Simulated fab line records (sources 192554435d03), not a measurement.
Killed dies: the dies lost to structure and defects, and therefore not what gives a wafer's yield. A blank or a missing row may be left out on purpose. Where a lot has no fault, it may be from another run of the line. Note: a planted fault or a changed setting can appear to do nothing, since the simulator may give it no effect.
Chamber matching ; flow n5_finfet ; rie_diel-02 running N5_MOL_CONTACT_COAG_ETCHBACK_135: 4 sister chambers
The step etches SiO2 in CHF3, target depth 25 nm, time 16.7 s. 4 wafers are shown with their chamber, then 9 later ones without.

## WAFERS, EACH WITH ITS CHAMBER
wafer;chamber;showerhead_plenum_p_Torr (Torr)
L086.5;3;2.40
L089.1;0;2.32
L089.4;2;2.50
L089.6;1;2.44

## WAFERS WITH NO CHAMBER GIVEN
wafer;showerhead_plenum_p_Torr (Torr)
L090.2;2.50
L090.4;2.44
L090.5;2.32
L091.2;2.44
L091.5;2.39
L091.6;2.32
L096.3;2.39
L096.4;2.49
L096.6;2.49

## WHICH CHAMBER EACH WENT THROUGH
wafer;from the rows above;in truth
L090.2;2;2
L090.4;1;1
L090.5;0;0
L091.2;1;1
L091.5;3;3
L091.6;0;0
L096.3;3;3
L096.4;2;2
L096.6;2;2
Correctly placed: 9 of 9. Left unplaced by these rows: 0. Wrongly placed: 0.
How it was worked out, from the rows above alone: a wafer's distance from a chamber is the root of the sum, over the readings, of the square of ((its reading less the chamber's mean) divided by the reading's scatter). The wafer belongs to the nearest chamber; if the next one is less than 2 further off, it can't be placed. A chamber's mean is the mean of its shown wafers. The scatter: with one shown wafer a chamber, the root of the mean of the squares of how far each hidden wafer lies from its nearest shown one.
